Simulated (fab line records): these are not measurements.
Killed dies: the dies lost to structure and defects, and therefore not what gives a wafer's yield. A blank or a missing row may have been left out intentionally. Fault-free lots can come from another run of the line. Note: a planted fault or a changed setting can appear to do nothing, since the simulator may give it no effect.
The tool behind it: which one? | flow n5_finfet | Sampling: 12 lots, 32 wafers, 5 of 1938 route steps

== WHAT EACH GAUGE READ, for each wafer ==
N5_BEOL_M4_RC_MEAS_101. Usual: DIBL_N 36.3 mV/V, standard deviation 1.6; DIBL_P 36.2 mV/V, standard deviation 2; IOFF_N 0.160 nA/um, standard deviation 0.028; IOFF_P 0.21 nA/um, standard deviation 0.036; ION_N 677 uA/um, standard deviation 11; ION_P 465 uA/um, standard deviation 6.9; SS_N 71.5 mV/dec, standard deviation 0.55; SS_P 73.3 mV/dec, standard deviation 0.64; VT_N 250 mV, standard deviation 3; VT_P -250 mV, standard deviation 3.5.
lot  | measured     | on        | DIBL_N (mV/V)  | DIBL_P (mV/V)  | IOFF_N (nA/um)    | IOFF_P (nA/um) | ION_N (uA/um) | ION_P (uA/um) | SS_N (mV/dec)  | SS_P (mV/dec)  | VT_N (mV)   | VT_P (mV)      | flag
L239 | day 7 20:53  | prober-01 | 40.7 39.1      | 40.5 38.7      | 0.246 0.186       | 0.30 0.25      | 688 671       | 472 466       | 71.9 72.2      | 73.7 74.2      | 243 247     | -246 -248      |
L241 | day 8 04:13  | prober-01 | 32.7 35.3      | 32.0 35.6      | 0.112 0.149       | 0.15 0.19      | 668 671       | 454 462       | 70.4 71.5      | 72.0 72.9      | 253 249     | -257 -253      |
L242 | day 9 01:31  | prober-01 | 37.0 38.2 39.1 | 35.5 37.4 37.2 | 0.146 0.175 0.185 | 0.23 0.26 0.27 | 678 678 683   | 464 474 467   | 71.7 71.3 72.3 | 72.9 73.4 73.3 | 249 247 247 | -247 -245 -243 |
L243 | day 9 08:10  | prober-01 | 33.3 34.5 34.5 | 33.7 34.8 33.9 | 0.114 0.136 0.139 | 0.15 0.17 0.16 | 660 679 669   | 456 470 457   | 70.6 70.5 71.2 | 72.6 72.8 73.1 | 256 255 252 | -255 -252 -254 |
L244 | day 9 10:43  | prober-02 | 37.8 38.3 40.5 | 37.0 36.7 40.7 | 0.155 0.152 0.222 | 0.22 0.22 0.30 | 679 662 699   | 473 469 477   | 71.5 71.8 72.4 | 73.6 73.4 74.5 | 251 253 246 | -249 -248 -244 |
L252 | day 11 02:11 | prober-01 | 37.0 36.2 37.1 | 36.9 37.5 37.5 | 0.165 0.169 0.171 | 0.19 0.20 0.20 | 680 685 691   | 460 469 471   | 72.2 71.6 72.1 | 73.3 73.2 74.1 | 249 251 249 | -254 -252 -256 |
L253 | day 11 05:39 | prober-01 | 37.1 36.4 37.3 | 37.1 36.7 37.1 | 0.172 0.171 0.188 | 0.22 0.21 0.21 | 685 678 676   | 467 462 463   | 71.9 72.1 71.7 | 73.7 73.8 73.6 | 251 249 249 | -254 -251 -252 |
L254 | day 12 11:51 | prober-01 | 39.2 36.6 36.7 | 41.0 37.4 37.9 | 0.242 0.177 0.181 | 0.30 0.23 0.24 | 688 682 679   | 471 470 469   | 72.4 72.3 72.8 | 74.4 73.9 73.5 | 243 247 247 | -245 -248 -246 |
L255 | day 12 13:32 | prober-01 | 35.6 36.2 33.8 | 35.3 35.9 34.1 | 0.145 0.151 0.119 | 0.19 0.20 0.16 | 679 674 669   | 464 459 461   | 71.6 71.7 70.7 | 72.9 73.0 71.9 | 250 250 253 | -253 -252 -253 |
L260 | day 13 12:34 | prober-02 | 34.3 34.5      | 34.8 34.4      | 0.135 0.128       | 0.20 0.18      | 665 665       | 463 462       | 71.1 70.9      | 73.0 73.1      | 251 253     | -249 -252      |
L261 | day 13 18:03 | prober-01 | 36.7 35.5      | 35.4 34.4      | 0.172 0.151       | 0.21 0.20      | 682 684       | 463 465       | 71.5 71.0      | 73.3 73.7      | 247 246     | -250 -248      |
L262 | day 13 21:29 | prober-02 | 36.5 35.6 36.0 | 36.4 35.2 35.8 | 0.155 0.144 0.139 | 0.19 0.16 0.17 | 671 678 670   | 453 456 452   | 72.0 71.4 71.6 | 73.5 73.4 73.5 | 250 251 249 | -254 -257 -253 |

== TOOL THAT RAN EACH LOT (tool first, then ch and the chambers of the sampled wafers, then the start) ==
lot  | N5_BEOL_M1_SURFACE_TREAT_85  | N5_BEOL_M1_SPUTTER_79        | N5_BEOL_M1_ANNEAL_87         | N5_BEOL_M1_SPUTTER_90
L239 | pvd_sputter-02, day 6 07:30  | pvd_sputter-03, day 6 08:20  | pvd_sputter-03, day 6 09:22  | pvd_sputter-03, day 6 10:05
L241 | pvd_sputter-02, day 6 19:28  | pvd_sputter-02, day 6 21:34  | pvd_sputter-02, day 6 22:05  | pvd_sputter-02, day 6 22:27
L242 | pvd_sputter-01, day 7 02:21  | pvd_sputter-03, day 7 03:54  | pvd_sputter-03, day 7 04:25  | pvd_sputter-03, day 7 04:47
L243 | pvd_sputter-03, day 7 09:00  | pvd_sputter-01, day 7 09:26  | pvd_sputter-01, day 7 09:58  | pvd_sputter-01, day 7 10:19
L244 | pvd_sputter-03, day 7 09:16  | pvd_sputter-03, day 7 09:56  | pvd_sputter-03, day 7 10:28  | pvd_sputter-03, day 7 10:49
L252 | pvd_sputter-02, day 9 17:14  | pvd_sputter-02, day 9 17:40  | pvd_sputter-02, day 9 18:11  | pvd_sputter-02, day 9 18:33
L253 | pvd_sputter-01, day 9 22:56  | pvd_sputter-03, day 9 23:28  | pvd_sputter-03, day 9 23:59  | pvd_sputter-03, day 10 00:20
L254 | pvd_sputter-02, day 10 10:12 | pvd_sputter-03, day 10 10:46 | pvd_sputter-03, day 10 11:17 | pvd_sputter-03, day 10 11:39
L255 | pvd_sputter-02, day 10 11:28 | pvd_sputter-02, day 10 11:56 | pvd_sputter-02, day 10 12:27 | pvd_sputter-02, day 10 12:49
L260 | pvd_sputter-01, day 11 19:34 | pvd_sputter-03, day 11 20:04 | pvd_sputter-03, day 11 20:35 | pvd_sputter-03, day 11 20:57
L261 | pvd_sputter-03, day 11 22:23 | pvd_sputter-03, day 11 23:01 | pvd_sputter-03, day 11 23:32 | pvd_sputter-03, day 11 23:53
L262 | pvd_sputter-01, day 11 22:41 | pvd_sputter-02, day 12 00:34 | pvd_sputter-02, day 12 01:05 | pvd_sputter-02, day 12 01:27
- N5_BEOL_M1_SURFACE_TREAT_85
- N5_BEOL_M1_SPUTTER_79: material Cu, target thk 4.5 nm, time 8.29 s.
- N5_BEOL_M1_ANNEAL_87: time 240 s.
- N5_BEOL_M1_SPUTTER_90: material Cu, target thk 4.5 nm, time 8.29 s.

== WHAT THE TOOLS THEMSELVES READ (means of the sampled wafers that have a number; where no wafer has one, the mark that the record gives instead) ==
N5_BEOL_M1_SPUTTER_79. Usual: throttle_valve_pct at 30.2 %, with a standard deviation of 0.9.
lot  | tool           | throttle_valve_pct (%) | flag
L239 | pvd_sputter-03 | 30.2                   |
L241 | pvd_sputter-02 | 29.4                   |
L242 | pvd_sputter-03 | 30.3                   |
L243 | pvd_sputter-01 | 30.7                   |
L244 | pvd_sputter-03 | 30.8                   |
L252 | pvd_sputter-02 | 29.3                   |
L253 | pvd_sputter-03 | 29.8                   |
L254 | pvd_sputter-03 | 29.8                   |
L255 | pvd_sputter-02 | 30.0                   |
L260 | pvd_sputter-03 | 29.7                   |
L261 | pvd_sputter-03 | 29.8                   |
L262 | pvd_sputter-02 | 29.8                   |

N5_BEOL_M1_ANNEAL_87. Usual: heater_power_w 826 W, standard deviation 83; susceptor_temp_C 400.03 C, standard deviation 0.23; susceptor_temp_C_max 401.0, standard deviation 0.36.
lot  | tool           | heater_power_w (W) | susceptor_temp_C (C) | susceptor_temp_C_max | flag
L239 | pvd_sputter-03 | 826                | 399.95               | 401.4                |
L241 | pvd_sputter-02 | 762                | 400.02               | 400.7                |
L242 | pvd_sputter-03 | 876                | 399.95               | 400.9                |
L243 | pvd_sputter-01 | 894                | 399.84               | 400.9                |
L244 | pvd_sputter-03 | 867                | 400.07               | 401.1                |
L252 | pvd_sputter-02 | 795                | 400.05               | 401.0                |
L253 | pvd_sputter-03 | -                  | -                    | -                    | OFF
L254 | pvd_sputter-03 | -                  | -                    | -                    | OFF
L255 | pvd_sputter-02 | -                  | -                    | -                    | OFF
L260 | pvd_sputter-03 | 840                | 400.20               | 401.2                |
L261 | pvd_sputter-03 | 856                | 400.04               | 401.0                |
L262 | pvd_sputter-02 | 775                | 399.73               | 400.7                |

N5_BEOL_M1_SPUTTER_90. Usual: throttle_valve_pct at 30.2 %, with a standard deviation of 0.92.
lot  | tool           | throttle_valve_pct (%) | flag
L239 | pvd_sputter-03 | 30.2                   |
L241 | pvd_sputter-02 | 29.2                   |
L242 | pvd_sputter-03 | 30.5                   |
L243 | pvd_sputter-01 | 30.5                   |
L244 | pvd_sputter-03 | 30.6                   |
L252 | pvd_sputter-02 | 29.2                   |
L253 | pvd_sputter-03 | 29.9                   |
L254 | pvd_sputter-03 | 29.8                   |
L255 | pvd_sputter-02 | 30.0                   |
L260 | pvd_sputter-03 | 29.7                   |
L261 | pvd_sputter-03 | 29.7                   |
L262 | pvd_sputter-02 | 29.5                   |

== THE ANSWER, worked out from the rows above alone ==
Rule: a lot is off if the mean of its wafers that have a number lies more than 3 standard deviations from the usual mean. Also off: a lot with no number at a reading for which 4 or more lots have one. Where the step has rows for the other lots, those lots are counted as sound. First the gauges in route order, then the tools' own readings, where a lot's mean is used as printed above. At the first step where some lot is off, the reading lying furthest off is the one used; lots without a number count as furthest.
Off at N5_BEOL_M1_ANNEAL_87 (heater_power_w): L253, L254, L255. Without a number there: L253, L254, L255.
If a tool, at that step or one of the process steps before it, ran each lot that is off and ran no sound lot following the first of them, it fits. None of those tried fits.

== WHAT WAS PUT IN BY THE SIMULATOR ==
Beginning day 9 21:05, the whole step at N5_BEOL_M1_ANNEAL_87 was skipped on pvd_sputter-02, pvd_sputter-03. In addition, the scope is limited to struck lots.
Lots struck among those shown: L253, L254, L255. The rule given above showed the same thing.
